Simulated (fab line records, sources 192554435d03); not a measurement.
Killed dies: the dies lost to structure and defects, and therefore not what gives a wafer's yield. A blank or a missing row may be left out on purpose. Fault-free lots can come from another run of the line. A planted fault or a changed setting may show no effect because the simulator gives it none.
Struck lot and sound lot, side by side | flow n5 finfet | 16 steps out of a route of 1938
Sound: wafers L749.4, L749.5, L749.6. Struck: wafer L761.3; the same lot's L761.2 was not struck, so it is left out; see the end for the cause.
Order at every step that has rows: each side's tool, ch and its chambers, its first start. Under that, the readings that differ: sound wafers | struck wafers | difference of the means | sigmas: that difference in standard deviations of wafers without a fault.
alike: words and numbers the same on both sides, and readings whose means are apart by under 2 such deviations; not compared: readings that were withheld, readings missing a value for some wafer, numbers with overlapping values and no deviation given by the record, and bounds like >300 which may hide the same value.
The two part at a step that has a row with sigmas, a row that says differs or no value, or rows on one side only. Non-overlapping numbers with no deviation appear without sigmas and do not part them. A reading missing from all wafers of one side parts the sides only when that side holds two or more wafers.

N5_BEOL_M3_ANNEAL_95: time 240 s.
  struck on pvd sputter-01, day 12 14:34; sound on pvd sputter-03, day 9 08:26
  alike: heater power w
N5_BEOL_M3_SPUTTER_96: material Cu, target thk 4.5 nm, time 8.29 s.
  struck on pvd sputter-01, day 12 14:42; sound on pvd sputter-03, day 9 08:35
  alike: throttle valve pct
then, 1 step without rows for these wafers: N5_BEOL_M3_ECD_50 (material Cu, target thk 300 nm).
N5_BEOL_M3_ANNEAL_51: time 90 s.
  sound on rtp anneal-02 ch 0, day 9 08:55; struck on rtp anneal-01 ch 0, day 12 14:56
  alike: wafer_temp_C_max
N5_BEOL_M3_CMP_52: polishes, stops on SiOC, t overpolish 6.8 s, target thk 40 nm.
  sound on cmp-01 ch 2,3, day 9 09:08; struck on cmp-02 ch 3, day 12 15:14
  alike: barrier field endpoint s, motor current A, overpolish run s, time to endpoint s
N5_BEOL_M3_THK_MEAS_53: measures by xrf.
  struck on film metro-01, day 12 15:29; sound on film metro-02, day 9 09:23
  reading     | sound          | struck | difference | sigmas
  M3_THK (nm) | 41.3 40.7 40.4 | 38.0   | -2.8       | -2
N5_BEOL_M3_PRE_CLEAN_60: time 15 s.
  sound on cvd co-01 ch 0,1,2, day 9 09:26; struck on cvd co-02 ch 2, day 12 15:31
  alike: heater power w
then, 3 steps without rows for these wafers: N5_BEOL_M3_CO_CAP_55 (material Co, precursor CCTBA/H2, target thk 2 nm, time 102.1 s); N5_BEOL_M3_PRE_CLEAN_56 (time 15 s); N5_BEOL_M3_DEP_57 (deposits SiCN from 3MS/NH3, target thk 8 nm, time 14 s).
N5_BEOL_M3_RS_MEAS_58: measures by four-point-probe.
  struck on film metro-01, day 12 15:45; sound on film metro-01, day 9 09:39
  reading        | sound             | struck | difference | sigmas
  M3_RS (ohm/sq) | 0.648 0.655 0.666 | 0.725  | +0.069     | +2
N5_BEOL_M3_INSPECT_59: inspects for defects (darkfield).
  struck on defect inspect-01, day 12 15:46; sound on defect inspect-01, day 9 09:40
  alike: raw defect count
N5_BEOL_M4_ILD_DEP_00: deposits SiOC from DEMS/O2, target thk 79 nm, time 15.3 s.
  sound on pecvd-03 ch 0,2, day 9 09:43; struck on pecvd-03 ch 2, day 12 15:49
  reading              | sound                | struck | difference | sigmas
  susceptor temp C (C) | 350.33 350.35 349.73 | 356.27 | +6.13      | +29
  alike: heater power w, showerhead plenum p Torr, showerhead vpp V, throttle valve pct
N5_BEOL_M4_THK_MEAS_01:
  struck on film metro-01, day 12 15:53; sound on film metro-01, day 9 09:47
  reading         | sound          | struck | difference | sigmas
  M4_ILD_THK (nm) | 80.5 79.5 80.1 | 76.6   | -3.4       | -4
N5_BEOL_M4_RC_MEAS_101:
  sound on prober-01 ch 0, day 10 00:29; struck on prober-02 ch 0, day 13 01:07
  alike: DIBL_N, DIBL_P, IOFF_N, IOFF_P, ION_N, ION_P, SS_N, SS_P, VT_N, VT_P
following that, these wafers have no rows for 1 step: N5_PASSIVATION_PROBE_49.

WHERE THEY PART
At N5_BEOL_M3_THK_MEAS_53 first; at N5_BEOL_M4_THK_MEAS_01 last (within this record only). Later steps at which nothing parts them and some readings are alike: N5_BEOL_M4_RC_MEAS_101.

WHY: what had been put in by the simulator
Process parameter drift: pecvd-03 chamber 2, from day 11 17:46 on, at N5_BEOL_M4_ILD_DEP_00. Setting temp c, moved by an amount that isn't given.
